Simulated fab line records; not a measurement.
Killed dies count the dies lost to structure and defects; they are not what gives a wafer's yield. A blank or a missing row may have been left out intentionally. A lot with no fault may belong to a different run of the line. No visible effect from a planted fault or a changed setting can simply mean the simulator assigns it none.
Matching of chambers | flow n5_finfet | N5_BEOL_M6_CURE_74 on uv_cure-02: 3 sister chambers
The step cures SiCOH lowk, time 240 s. 20 wafers are shown with their chamber, then 10 later ones without.

## WAFERS WITH THEIR CHAMBER
wafer  | chamber | wafer_temp_C_max | lamp_power_pct (%)
L074.1 | 0       | 386.2            | 52.26
L074.4 | 0       | 386.2            | 52.36
L074.5 | 0       | 385.9            | 52.27
L075.3 | 0       | 386.7            | 52.35
L075.4 | 0       | 386.1            | 52.26
L075.6 | 0       | 386.6            | 52.21
L080.2 | 2       | 387.1            | 52.26
L080.3 | 2       | 387.9            | 52.31
L080.5 | 2       | 386.5            | 52.24
L082.1 | 1       | 387.1            | 52.34
L082.2 | 1       | 387.0            | 52.29
L082.3 | 1       | 387.0            | 52.35
L084.2 | 2       | 386.7            | 52.30
L084.3 | 2       | 387.1            | 52.36
L084.4 | 2       | 386.9            | 52.34
L086.2 | 0       | 386.0            | 52.35
L086.4 | 0       | 386.1            | 52.29
L086.5 | 0       | 386.9            | 52.27
L092.1 | 0       | 386.3            | 52.30
L092.4 | 0       | 386.2            | 52.28

SIGNATURES, as means of the wafers listed above
reading          | chamber 0 | chamber 1 | chamber 2 | scatter within a chamber
wafer_temp_C_max | 386.291   | 387.033   | 387.033   | 0.356
lamp_power_pct   | 52.2909   | 52.3267   | 52.3017   | 0.0446
Rule: for a wafer and a chamber, the distance is found by dividing, reading by reading, the gap between the wafer's reading and the chamber's mean by the reading's scatter, squaring, summing and taking the root. The wafer belongs to the nearest chamber; if the next one is less than 2 further off, it can't be placed. The scatter: take each reading less its chamber's mean, square it, sum over the shown wafers, divide by the number of wafers less the number of chambers, and take the root.

## WAFERS MISSING THEIR CHAMBER
wafer  | wafer_temp_C_max | lamp_power_pct (%)
L092.6 | 386.2            | 52.27
L091.2 | 387.7            | 52.26
L091.4 | 387.2            | 52.43
L091.5 | 387.2            | 52.30
L094.2 | 388.2            | 52.30
L094.3 | 387.2            | 52.33
L094.6 | 387.6            | 52.23
L095.1 | 386.6            | 52.19
L095.3 | 386.6            | 52.41
L095.5 | 386.1            | 52.20

## EACH ONE'S CHAMBER
wafer  | from the rows above          | in truth
L092.6 | can't be placed: 0 or 2      | 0
L091.2 | can't be placed: 2 or 1 or 0 | 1
L091.4 | can't be placed: 1 or 2 or 0 | 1
L091.5 | can't be placed: 2 or 1      | 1
L094.2 | can't be placed: 2 or 1      | 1
L094.3 | can't be placed: 1 or 2      | 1
L094.6 | can't be placed: 2 or 1 or 0 | 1
L095.1 | can't be placed: 0 or 2 or 1 | 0
L095.3 | can't be placed: 1 or 2 or 0 | 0
L095.5 | can't be placed: 0 or 2 or 1 | 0
0 of 10 placed correctly. Not placeable from these rows: 10 (in 10, the candidates include the true chamber). 0 placed wrongly.
